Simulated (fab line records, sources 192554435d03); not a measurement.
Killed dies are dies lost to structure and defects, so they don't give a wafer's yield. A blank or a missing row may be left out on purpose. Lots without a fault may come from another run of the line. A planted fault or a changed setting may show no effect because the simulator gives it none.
fab line records | flow n5_finfet
record lots=5 wafers=15 last_day=17
route steps=1938 shown BEOL_M5@1129
lots that met no fault: from a run of the same line without faults
start_h: hours from the record's first day to the start of the lot's first wafer shown | wait_h: hours since the lot's step before | " the same as in the row above | L1.1+2: a row that stands for several wafers | - no value, or no start given | * or withheld: withheld | < > ~ a bound
route shown NAME@n: a module of which the file shows steps, and the number in the route of the first | usual: mean/standard deviation of fault-free wafers | same: alike in all rows | chamber/n: place in a boat | sites: the reading at each site | _std_site: their standard deviation | _edge_site: outer sites' mean less inner sites' | radius_mm: how far each site lies from the wafer's centre | mask NAME#n: copy n | behind: the tool/chamber that last shaped the wafer | hold: why the lot was held/for how many hours/how that ended | device: the transistor (n, p or np) that didn't switch | end of line: the same wafers' tests at the end of the route | a step without rows: its recipe alone | killed: dies lost to structure and defects at the first sort, not the wafer's yield | map: a wafer's dies, x killed, . not, _ none there
set.NAME: the setting as run; set.NAME@STEP: as run at that earlier step | model.NAME: the simulator's own value behind a step, which no gauge read
lots at some steps of the route; a table a step, a row a wafer
services: from which hour (start_h, from the record's first day; less than 0 if before it) a tool's chamber was out of use, for how many hours, and why
## steps
# step N5_BEOL_M5_DESCUM_16
# recipe chemistry=O2 time_s=7 source_power_w=50 bias_power_w=20 pressure_mtorr=20 rf_frequency_hz=2.712e+07 temp_c=40 resist=CAR-EUV o2_flow_sccm=225
# step N5_BEOL_M5_ETCH_72
# recipe chemistry=N2/H2 target=underlayer target_depth_a=65 mask_material=CAR-EUV time_s=5.2 ion_energy_ev=200 pressure_mtorr=30 source_w=840 bias_w=150 n2_flow_sccm=200 h2_flow_sccm=200 ends=cleared
# step N5_BEOL_M5_ETCH_61
# recipe chemistry=CF4 target=SiARC target_depth_a=156 mask_material=CAR-EUV time_s=26 ion_energy_ev=80 pressure_mtorr=40 source_w=545 bias_w=36 Ar_flow_sccm=100 cf4_flow_sccm=100 ends=cleared
# step N5_BEOL_M5_ETCH_62
# recipe chemistry=N2/H2 target=SOC target_depth_a=750 overetch_a=150 mask_material=SiARC temp_c=40 time_s=112.5 ion_energy_ev=200 pressure_mtorr=30 source_w=840 bias_w=150 n2_flow_sccm=200 h2_flow_sccm=200
# step N5_BEOL_M5_STRIP_63
# recipe chemistry=N2/H2 temp_c=40 n2_flow_sccm=200 h2_flow_sccm=200 rf_frequency_hz=6e+07
# step N5_BEOL_M5_STRIP_73
# recipe chemistry=N2/H2 temp_c=40 n2_flow_sccm=200 h2_flow_sccm=200 rf_frequency_hz=6e+07
# step N5_BEOL_M5_STRIP_64
# recipe chemistry=CF4 resist=SiARC power_w=300 bias_power_w=75 pressure_mtorr=50 cf4_flow_sccm=150 rf_frequency_hz=6e+07
# step N5_BEOL_M5_HM_OPEN_17
# recipe chemistry=Cl2/BCl3 target_depth_a=200 overetch_a=60 target=TiN mask_material=SOC ion_energy_ev=150 pressure_mtorr=10 icp_w=1000 bias_w=126 Cl2_flow_sccm=53.25 bcl3_flow_sccm=21.75 Ar_flow_sccm=25
# step N5_BEOL_M5_STRIP_19
# recipe chemistry=O2 power_w=400 temp_c=40 pressure_mtorr=30 rf_frequency_hz=6e+07 bias_power_w=0 overash_fraction=0.2 o2_flow_sccm=225
# step N5_BEOL_M5_COAT_65
# recipe resist=SOC temp_c=250 time_s=60 spin_rpm=1500 resist_thk_nm=60
# step N5_BEOL_M5_COAT_66
# recipe resist=SiARC temp_c=220 time_s=60 spin_rpm=1500 resist_thk_nm=12
# step N5_BEOL_M5_COAT_74
# recipe resist=underlayer temp_c=205 time_s=60 spin_rpm=1500 resist_thk_nm=5
# usual spin_speed_rpm=1500.1/1
# columns lot.wafer tool chamber start_h wait_h spin_speed_rpm
L339.1 litho_track-03 0 228.51 - 1500.6
L339.4 " 0 " " 1501.0
L339.6 " 0 " " 1500.5
L342.1 litho_track-03 0 238.35 - 1610.8
L342.4 " 0 " " 1609.4
L342.6 " 0 " " 1608.5
L343.2 litho_track-03 0 248.72 - 1610.4
L343.5 " 0 " " 1611.2
L343.6 " 0 " " 1611.3
L348.3 litho_track-03 0 278.99 - 1609.4
L348.4 " 0 " " 1609.5
L348.6 " 0 " " 1610.6
L355.1 litho_track-01 0 318.03 - 1500.7
L355.3 " 0 " " 1501.3
L355.4 " 0 " " 1498.7
# step N5_BEOL_M5_COAT_22
# recipe resist=CAR-EUV spin_rpm=1500 resist_thk_nm=30
# step N5_BEOL_M5_EBR_24
# recipe solvent=PGMEA ebr_width_mm=1.5
# step N5_BEOL_M5_SOFTBAKE_23
# recipe temp_c=110 time_s=60 resist=CAR-EUV
# step N5_BEOL_M5_EXPOSE_25
# recipe mask_id=V4 na=0.33 source_shape=quasar sigma_inner=0.2 sigma_outer=0.6 polarization=unpolarized defocus_nm=10 dose_mj=52.75
# step N5_BEOL_M5_PEB_26
# recipe peb_temp_c=100 peb_time_s=60 resist=CAR-EUV
# step N5_BEOL_M5_DEVELOP_27
# recipe develop_time_s=30 developer=TMAH resist=CAR-EUV rinse_liquid=surfactant_rinse dry=air_spin dev_temp_c=23
# step N5_BEOL_M5_DESCUM_33
# recipe chemistry=O2 time_s=7 source_power_w=50 bias_power_w=20 pressure_mtorr=20 rf_frequency_hz=2.712e+07 temp_c=40 resist=CAR-EUV o2_flow_sccm=225
# step N5_BEOL_M5_ETCH_75
# recipe chemistry=N2/H2 target=underlayer target_depth_a=65 mask_material=CAR-EUV time_s=5.2 ion_energy_ev=200 pressure_mtorr=30 source_w=840 bias_w=150 n2_flow_sccm=200 h2_flow_sccm=200 ends=cleared
# usual drypump_motor_current_A=5.8/0.65 etch_rf_on_time_s=5.16/0.092 oes_product_au=0.68/0.062 rf_vpp_V=523.7/2.7 showerhead_plenum_p_Torr=2.53/0.082 throttle_valve_pct=17.87/0.21
# columns lot.wafer tool chamber start_h wait_h drypump_motor_current_A etch_rf_on_time_s oes_product_au rf_hours_counter_h rf_vpp_V showerhead_plenum_p_Torr throttle_valve_pct model.etch.depth_nm
L339.1 rie_diel-01 3 229.23 0.0 5.4 5.08 0.76 17 522.4 2.49 17.47 5.001
L339.4 " 2 " " 4.9 5.20 0.65 159 522.5 2.44 17.92 5.015
L339.6 " 2 " " 4.9 5.20 0.64 - 521.2 2.44 17.90 5.022
L342.1 rie_diel-06 3 239.31 0.0 5.2 5.08 0.60 220 518.1 2.41 18.29 4.813
L342.4 " 2 " " 6.6 4.86 0.78 26 526.3 2.59 17.90 4.825
L342.6 " 2 " " 6.6 4.86 0.78 - 525.8 2.59 17.87 4.825
L343.2 rie_diel-04 0 249.84 0.0 5.4 4.98 0.78 34 528.5 2.71 17.63 4.823
L343.5 " 1 " " 5.9 4.92 0.63 - 525.4 2.65 17.95 4.821
L343.6 " 2 " " 6.2 5.04 0.64 - 522.7 2.44 18.12 4.818
L348.3 rie_diel-06 3 279.55 0.0 5.1 5.17 0.59 233 519.7 2.41 18.26 4.831
L348.4 " 2 " " 6.6 4.88 0.76 37 525.1 2.59 17.93 4.827
L348.6 " 3 " " 5.1 5.17 0.59 - 521.0 2.41 18.30 4.828
L355.1 rie_diel-04 0 318.47 0.0 5.4 5.24 0.73 54 527.2 2.70 17.68 5.012
L355.3 " 3 " " 5.9 5.09 0.73 67 525.4 2.57 17.70 4.996
L355.4 " 1 " " 5.9 5.08 0.62 186 527.4 2.64 18.00 5.012
# step N5_BEOL_M5_ETCH_67
# recipe chemistry=CF4 target=SiARC target_depth_a=156 mask_material=CAR-EUV time_s=26 ion_energy_ev=80 pressure_mtorr=40 source_w=545 bias_w=36 Ar_flow_sccm=100 cf4_flow_sccm=100 ends=cleared
## services
# columns tool chamber start_h hours kind
rie_diel-06 - 213.84 2.8 pm
rie_diel-04 - 228.29 14.6 pm
rie_diel-01 2 247.70 9.1 repair
rie_diel-04 2 255.92 2.1 repair
rie_diel-01 3 261.33 9.2 repair
litho_track-01 - 275.78 - consumable_replace:filter
litho_track-03 - 311.52 - consumable_replace:filter
## key
first_sign step=N5_BEOL_M5_COAT_74 reading=spin_speed_rpm direction=up sigmas=99+ usual=* struck=*
effect none on later readings
model_effect step=N5_BEOL_M5_ETCH_75 value=etch.depth_nm without=4.997 struck=4.823
met_at N5_BEOL_M5_COAT_74
struck_wafers L342.1,L342.4,L342.6,L343.2,L343.5,L343.6,L348.3,L348.4,L348.6
onset_between 228.51 238.35
fault kind=process_parameter_drift tool=litho_track-03 chamber=- onset_h=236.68 steps=N5_BEOL_M5_COAT_74 channel=spin_rpm offset=* shape=step end_h=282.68 acts_in=* stated=*
